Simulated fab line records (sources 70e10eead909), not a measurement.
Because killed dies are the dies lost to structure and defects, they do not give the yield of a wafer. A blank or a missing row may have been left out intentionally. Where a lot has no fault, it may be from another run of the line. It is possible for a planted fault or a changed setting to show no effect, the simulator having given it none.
Matching of chambers -- flow nand_harc -- cmp-04 running NHARC_A_STAIRCASE_CMP_450: 4 sister chambers
The step polishes SiO2, target thk 200 nm. 8 wafers are shown with their chamber, then 9 later ones without.

## WAFERS, EACH WITH ITS CHAMBER
wafer,chamber,motor_current_A (A),edge_zone_pressure_frac
L084.3,2,12.1,0.993
L086.2,3,12.7,0.997
L088.1,1,15.3,1.003
L088.4,2,12.3,0.998
L088.5,0,9.7,0.991
L087.3,3,13.0,0.989
L087.5,0,10.2,0.995
L087.6,1,16.8,1.010

## WAFERS WITHOUT THEIR CHAMBER
wafer,motor_current_A (A),edge_zone_pressure_frac
L090.2,13.0,0.994
L090.3,11.9,0.999
L090.6,12.5,1.003
L091.2,9.6,1.006
L091.4,16.6,0.998
L091.5,15.6,1.000
L097.3,11.6,0.998
L097.5,12.5,1.006
L097.6,13.1,1.000

## EACH ONE'S CHAMBER
wafer,from the rows above,in truth
L090.2,can't be placed: 3 or 2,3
L090.3,can't be placed: 2 or 3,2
L090.6,can't be placed: 2 or 3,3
L091.2,0,0
L091.4,1,1
L091.5,1,1
L097.3,can't be placed: 2 or 3 or 0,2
L097.5,can't be placed: 2 or 3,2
L097.6,can't be placed: 3 or 2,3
Correctly placed: 3 of 9. Not placeable from these rows: 6 (in 6, the candidates include the true chamber). Number placed wrongly: 0.
How it was worked out, from the rows above alone: a wafer's distance from a chamber is the root of the sum, over the readings, of the square of ((its reading less the chamber's mean) divided by the reading's scatter). If the next closest chamber is less than 2 further off than the closest, the wafer can't be placed; otherwise it belongs to the closest. For every chamber, the mean is computed from those of its wafers that are shown. The scatter: the root of (the sum of the squares of (reading less its chamber's mean) over the shown wafers, divided by (wafers less chambers)).
